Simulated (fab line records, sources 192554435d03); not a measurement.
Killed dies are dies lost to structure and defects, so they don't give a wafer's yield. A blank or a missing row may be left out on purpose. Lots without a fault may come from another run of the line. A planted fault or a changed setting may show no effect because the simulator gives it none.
Chamber matching | flow n5_finfet | N5_SDB_HM_DEP_00 on pecvd-03: 3 sister chambers
The step deposits SiNx from SiH4/NH3/N2, target thk 40 nm, time 35.3 s. 6 wafers are shown with their chamber, then 8 later ones without.

WAFERS WITH THEIR CHAMBER
wafer  | chamber | showerhead_plenum_p_Torr (Torr) | heater_power_w (W)
L086.6 | 2       | 5.13                            | 864
L088.5 | 1       | 5.27                            | 628
L091.1 | 1       | 5.26                            | 617
L093.4 | 0       | 5.18                            | 699
L093.5 | 2       | 5.13                            | 745
L094.2 | 0       | 5.18                            | 787

WAFERS WITHOUT THEIR CHAMBER
wafer  | showerhead_plenum_p_Torr (Torr) | heater_power_w (W)
L094.4 | 5.13                            | 873
L094.5 | 5.25                            | 728
L095.2 | 5.12                            | 804
L095.3 | 5.26                            | 693
L095.4 | 5.26                            | 717
L096.2 | 5.27                            | 743
L096.3 | 5.12                            | 857
L096.6 | 5.26                            | 731

WHICH CHAMBER EACH WENT THROUGH
wafer  | from the rows above | in truth
L094.4 | 2                   | 2
L094.5 | 1                   | 1
L095.2 | 2                   | 2
L095.3 | 1                   | 1
L095.4 | 1                   | 1
L096.2 | 1                   | 1
L096.3 | 2                   | 2
L096.6 | 1                   | 1
Placed correctly: 8 of 8. Can't be placed from these rows: 0. Placed wrongly: 0.
How it was worked out, from the rows above alone: a wafer's distance from a chamber is the root of the sum, over the readings, of the square of ((its reading less the chamber's mean) divided by the reading's scatter). The wafer belongs to the nearest chamber; if the next one is less than 2 further off, it can't be placed. A chamber's mean is the mean of its shown wafers. The scatter: the root of (the sum of the squares of (reading less its chamber's mean) over the shown wafers, divided by (wafers less chambers)).
